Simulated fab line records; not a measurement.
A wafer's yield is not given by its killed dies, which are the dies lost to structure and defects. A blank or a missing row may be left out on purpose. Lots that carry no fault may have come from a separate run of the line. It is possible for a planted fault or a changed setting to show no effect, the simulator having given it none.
Which tool is to blame? + flow n5Finfet + 10 lots, 30 wafers sampled, at 5 steps of a route of 1938

## WHAT THE GAUGES READ, wafer by wafer
N5_ZERO_LAYER_CD_MEAS_11: the cd target is 2000 nm. Usual: cdNm reads 2000.2 nm (standard deviation 1.8).
| lot  | measured    | on       | cdNm (nm)            | flag |
|------|-------------|----------|----------------------|------|
| L141 | day 2 00:38 | cdSem-03 | 2001.7 2002.1 2002.1 |      |
| L143 | day 2 12:38 | cdSem-02 | 2002.7 1999.1 2000.6 |      |
| L147 | day 3 12:38 | cdSem-01 | 1999.0 2001.3 2003.4 |      |
| L156 | day 5 18:39 | cdSem-02 | 1998.6 1998.9 2000.8 |      |
| L157 | day 6 02:09 | cdSem-02 | 2000.5 1998.7 1999.8 |      |
| L158 | day 6 06:38 | cdSem-01 | 2002.7 1999.4 2000.7 |      |
| L159 | day 6 12:40 | cdSem-03 | 2001.6 2002.5 2003.8 |      |
| L160 | day 6 18:42 | cdSem-02 | 1999.0 2002.2 2002.0 |      |
| L161 | day 7 00:38 | cdSem-02 | 1998.3 1999.9 2000.4 |      |
| L162 | day 7 09:25 | cdSem-02 | 2000.3 2000.2 2000.9 |      |

N5_WELL_APT_INSPECT_27: inspects for defects (macro). Usual: rawDefectCount reads 2.1 (standard deviation 1.4).
| lot  | measured    | on               | rawDefectCount | flag |
|------|-------------|------------------|----------------|------|
| L141 | day 2 03:13 | defectInspect-02 | 0 1 2          |      |
| L143 | day 2 14:52 | defectInspect-02 | 3 2 2          |      |
| L147 | day 3 14:44 | defectInspect-02 | 2 0 1          |      |
| L156 | day 5 20:50 | defectInspect-02 | 3 1 3          |      |
| L157 | day 6 04:14 | defectInspect-01 | 2 0 1          |      |
| L158 | day 6 09:07 | defectInspect-02 | 1 1 2          |      |
| L159 | day 6 15:28 | defectInspect-01 | 3 4 0          |      |
| L160 | day 6 21:16 | defectInspect-02 | 5 5 1          |      |
| L161 | day 7 02:44 | defectInspect-02 | 5 3 2          |      |
| L162 | day 7 11:52 | defectInspect-01 | 4 3 4          |      |

N5_BEOL_M4_RC_MEAS_101. Usual: DIBL_N 37.1 mV/V, standard deviation 1.8; DIBL_P 37.2 mV/V, standard deviation 2.1; IOFF_N 0.17 nA/um, standard deviation 0.033; IOFF_P 0.22 nA/um, standard deviation 0.037; ION_N 680 uA/um, standard deviation 11; ION_P 464 uA/um, standard deviation 7.7; SS_N 71.7 mV/dec, standard deviation 0.63; SS_P 73.6 mV/dec, standard deviation 0.67; VT_N 248.9 mV, standard deviation 2.9; VT_P -251 mV, standard deviation 3.6.
| lot  | measured     | on        | DIBL_N (mV/V)  | DIBL_P (mV/V)  | IOFF_N (nA/um) | IOFF_P (nA/um) | ION_N (uA/um) | ION_P (uA/um) | SS_N (mV/dec)  | SS_P (mV/dec)  | VT_N (mV)         | VT_P (mV)      | flag |
|------|--------------|-----------|----------------|----------------|----------------|----------------|---------------|---------------|----------------|----------------|-------------------|----------------|------|
| L141 | day 8 19:38  | prober-01 | 37.7 32.4 36.1 | 39.0 32.8 37.3 | 0.21 0.11 0.18 | 0.24 0.15 0.21 | 684 666 682   | 467 458 465   | 72.2 70.6 71.9 | 74.0 72.1 73.8 | 244.9 253.1 246.9 | -249 -256 -250 |      |
| L143 | day 9 10:14  | prober-02 | 36.0 37.9 35.0 | 36.5 39.2 35.4 | 0.17 0.21 0.15 | 0.24 0.29 0.21 | 691 684 684   | 468 471 469   | 71.0 71.7 70.8 | 73.2 74.4 73.2 | 248.1 245.2 249.1 | -247 -246 -249 |      |
| L147 | day 10 03:49 | prober-01 | 37.7 37.6 34.5 | 37.9 37.6 35.4 | 0.15 0.16 0.11 | 0.19 0.18 0.15 | 665 673 655   | 458 454 452   | 71.3 71.9 70.6 | 74.0 72.9 73.1 | 251.8 252.4 255.9 | -255 -257 -258 |      |
| L156 | day 12 22:01 | prober-01 | 36.6 35.4 39.7 | 36.0 34.3 38.6 | 0.15 0.13 0.21 | 0.20 0.18 0.24 | 673 687 671   | 461 472 455   | 71.4 71.3 72.8 | 73.1 73.1 73.6 | 251.9 251.6 248.7 | -249 -252 -250 |      |
| L157 | day 12 22:56 | prober-01 | 33.3 34.7 34.8 | 35.1 36.7 38.0 | 0.13 0.14 0.15 | 0.18 0.21 0.23 | 675 682 678   | 461 465 470   | 70.6 70.8 71.7 | 73.1 72.9 74.3 | 252.0 249.0 249.5 | -251 -250 -248 |      |
| L158 | day 13 19:06 | prober-02 | 37.3 38.2 41.6 | 37.1 37.8 41.5 | 0.17 0.20 0.29 | 0.22 0.24 0.31 | 703 677 701   | 478 462 477   | 72.3 71.6 72.4 | 73.7 74.4 75.2 | 246.6 245.7 241.5 | -249 -250 -244 |      |
| L159 | day 14 01:49 | prober-02 | 35.7 35.8 37.6 | 35.8 34.0 37.0 | 0.15 0.15 0.17 | 0.21 0.19 0.22 | 669 673 674   | 465 461 468   | 71.6 72.0 72.0 | 73.1 72.5 73.2 | 250.2 251.8 251.1 | -251 -252 -249 |      |
| L160 | day 14 06:01 | prober-01 | 38.4 37.4 37.3 | 37.9 36.2 35.7 | 0.20 0.18 0.17 | 0.24 0.22 0.21 | 695 678 666   | 469 461 461   | 72.2 72.0 71.5 | 74.3 73.4 73.1 | 243.4 247.8 249.1 | -249 -251 -252 |      |
| L161 | day 14 10:52 | prober-02 | 39.5 40.7 37.4 | 39.0 38.9 35.8 | 0.18 0.21 0.16 | 0.24 0.24 0.20 | 664 678 680   | 463 461 461   | 71.9 73.2 71.3 | 73.9 74.5 73.8 | 249.3 247.9 250.8 | -248 -247 -250 |      |
| L162 | day 14 13:47 | prober-02 | 40.8 35.2 37.1 | 40.8 34.0 36.9 | 0.27 0.13 0.18 | 0.34 0.20 0.25 | 703 677 679   | 477 463 467   | 73.1 72.0 71.7 | 74.0 72.0 73.6 | 242.1 251.3 248.0 | -241 -248 -244 |      |

## WHICH TOOL RAN EACH LOT (tool, then ch and the chambers of the sampled wafers, then the start)
| lot  | N5_ZERO_LAYER_ETCH_18          | N5_WELL_APT_RTA_34             |
|------|--------------------------------|--------------------------------|
| L141 | rieSi-01 ch 0,2,3, day 2 00:47 | rtpAnneal-01 ch 0, day 2 04:22 |
| L143 | rieSi-06 ch 0,1,3, day 2 12:47 | rtpAnneal-01 ch 0, day 2 15:43 |
| L147 | rieSi-06 ch 0,2,3, day 3 12:47 | rtpAnneal-02 ch 0, day 3 15:33 |
| L156 | rieSi-04 ch 0,2,3, day 5 18:47 | rtpAnneal-02 ch 0, day 5 21:40 |
| L157 | rieSi-04 ch 0,1, day 6 02:17   | rtpAnneal-01 ch 0, day 6 05:38 |
| L158 | rieSi-01 ch 0,1,3, day 6 06:51 | rtpAnneal-01 ch 0, day 6 10:03 |
| L159 | rieSi-06 ch 0,2, day 6 13:14   | rtpAnneal-02 ch 0, day 6 16:15 |
| L160 | rieSi-04 ch 1,2,3, day 6 19:09 | rtpAnneal-02 ch 0, day 6 22:07 |
| L161 | rieSi-06 ch 1,2,3, day 7 00:47 | rtpAnneal-02 ch 0, day 7 03:37 |
| L162 | rieSi-06 ch 1,2,3, day 7 09:53 | rtpAnneal-01 ch 0, day 7 12:40 |
- N5_ZERO_LAYER_ETCH_18: etches Si in HBr/Cl2, target depth 120 nm, time 40 s.
- N5_WELL_APT_RTA_34: time 10 s.

## WHAT THE TOOLS THEMSELVES READ (means of the sampled wafers that have a number; where no wafer has one, the mark that the record gives instead)
N5_ZERO_LAYER_ETCH_18. Usual: biasW 75.01 W, standard deviation 0.22; drypumpMotorCurrentA 5.9 A, standard deviation 0.33; oesProductAu 1.006 a.u., standard deviation 0.016; throttleValvePct 36.26 %, standard deviation 0.3.
| lot  | tool     | biasW (W) | drypumpMotorCurrentA (A) | oesProductAu (a.u.) | throttleValvePct (%) | flag |
|------|----------|-----------|--------------------------|---------------------|----------------------|------|
| L141 | rieSi-01 | 75.07     | 5.7                      | 1.010               | 36.40                |      |
| L143 | rieSi-06 | 75.16     | 5.6                      | 1.019               | 36.22                |      |
| L147 | rieSi-06 | 80.37     | 5.8                      | 1.000               | 36.22                | OFF  |
| L156 | rieSi-04 | 75.11     | 6.2                      | 1.013               | 36.16                |      |
| L157 | rieSi-04 | 75.07     | 6.1                      | 0.999               | 36.33                |      |
| L158 | rieSi-01 | 74.74     | 5.7                      | 0.998               | 36.65                |      |
| L159 | rieSi-06 | 75.17     | 5.8                      | 1.006               | 36.22                |      |
| L160 | rieSi-04 | 74.88     | 6.2                      | 1.005               | 36.27                |      |
| L161 | rieSi-06 | 74.80     | 5.8                      | 1.001               | 36.10                |      |
| L162 | rieSi-06 | 74.88     | 5.8                      | 1.008               | 36.09                |      |

N5_WELL_APT_RTA_34. Usual: annealTempCMax 1004.6, standard deviation 2; lampPowerPct 13.00 %, standard deviation 0.053; lamp_zone_2_pct 12.992 %, standard deviation 0.024; wafer_temp_C_max 1003.5, standard deviation 0.94.
| lot  | tool         | annealTempCMax | lampPowerPct (%) | lamp_zone_2_pct (%) | wafer_temp_C_max | flag |
|------|--------------|----------------|------------------|---------------------|------------------|------|
| L141 | rtpAnneal-01 | 1003.4         | 12.95            | 12.984              | 1004.1           |      |
| L143 | rtpAnneal-01 | 1002.6         | 13.01            | 12.979              | 1003.7           |      |
| L147 | rtpAnneal-02 | 1006.2         | 12.96            | 12.984              | 1003.9           |      |
| L156 | rtpAnneal-02 | 1007.4         | 12.99            | 13.014              | 1004.1           |      |
| L157 | rtpAnneal-01 | 1003.1         | 13.03            | 12.988              | 1003.2           |      |
| L158 | rtpAnneal-01 | 1002.5         | 12.99            | 12.992              | 1003.5           |      |
| L159 | rtpAnneal-02 | 1006.3         | 13.02            | 13.002              | 1003.9           |      |
| L160 | rtpAnneal-02 | 1007.2         | 12.99            | 13.005              | 1004.5           |      |
| L161 | rtpAnneal-02 | 1007.6         | 12.99            | 13.010              | 1003.5           |      |
| L162 | rtpAnneal-01 | 1003.0         | 12.96            | 12.991              | 1003.5           |      |

## THE ANSWER, worked out from the rows above alone
Rule: a lot is off if the mean of its wafers that have a number lies more than 3 standard deviations from the usual mean. A lot without any number at a reading at which 4 lots or more have one is off too. Any other lot the step has rows for is counted as sound. Order of review: gauges by route order, followed by the tools' own readings, for which a lot's mean as printed above is used. The first step at which some lot is off is used, and at that step the reading that is off furthest; a lot without a number counts as furthest.
Off, at N5_ZERO_LAYER_ETCH_18 on biasW: L147.
A tool fits if, at that step or a process step before it, it ran every lot that is off, and no sound lot after the first of them. None of those tried fits.

## WHAT THE SIMULATOR HAD INSERTED
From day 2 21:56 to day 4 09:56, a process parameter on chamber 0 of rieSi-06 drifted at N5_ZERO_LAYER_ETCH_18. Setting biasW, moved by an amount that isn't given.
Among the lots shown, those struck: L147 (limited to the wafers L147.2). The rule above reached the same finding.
